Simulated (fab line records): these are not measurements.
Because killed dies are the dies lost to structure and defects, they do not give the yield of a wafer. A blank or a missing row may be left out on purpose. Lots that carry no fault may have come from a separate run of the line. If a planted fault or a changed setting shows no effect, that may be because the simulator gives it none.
Chamber matching ; flow n5-finfet ; N5_SPACER0_ALD_08 on ald-sin-01: 4 sister chambers
The step deposits SiNx, target thk 2 nm. 4 wafers are shown with their chamber, then 9 later ones without.

## WAFERS WITH THEIR CHAMBER
wafer;chamber;heater-power-w (W)
L082.1;1;719
L082.4;3;907
L083.1;2;814
L083.5;0;820

## WAFERS WHOSE CHAMBER IS MISSING
wafer;heater-power-w (W)
L086.2;819
L086.3;886
L086.6;915
L091.2;836
L091.5;927
L091.6;826
L093.2;812
L093.3;709
L093.4;845

## CHAMBER TAKEN BY EACH
wafer;from the rows above;in truth
L086.2;can't be placed: 0 or 2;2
L086.3;3;3
L086.6;3;3
L091.2;can't be placed: 0 or 2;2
L091.5;3;3
L091.6;can't be placed: 0 or 2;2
L093.2;can't be placed: 2 or 0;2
L093.3;1;1
L093.4;can't be placed: 0 or 2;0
Correctly placed: 4 of 9. These rows do not allow placing 5 (true chamber among the candidates in 5). Wrongly placed: 0.
How it was worked out, from the rows above alone: a wafer's distance from a chamber is the root of the sum, over the readings, of the square of ((its reading less the chamber's mean) divided by the reading's scatter). If the next closest chamber is less than 2 further off than the closest, the wafer can't be placed; otherwise it belongs to the closest. The mean given for a chamber averages the wafers shown for that chamber. The scatter: with one shown wafer a chamber, the root of the mean of the squares of how far each hidden wafer lies from its nearest shown one.
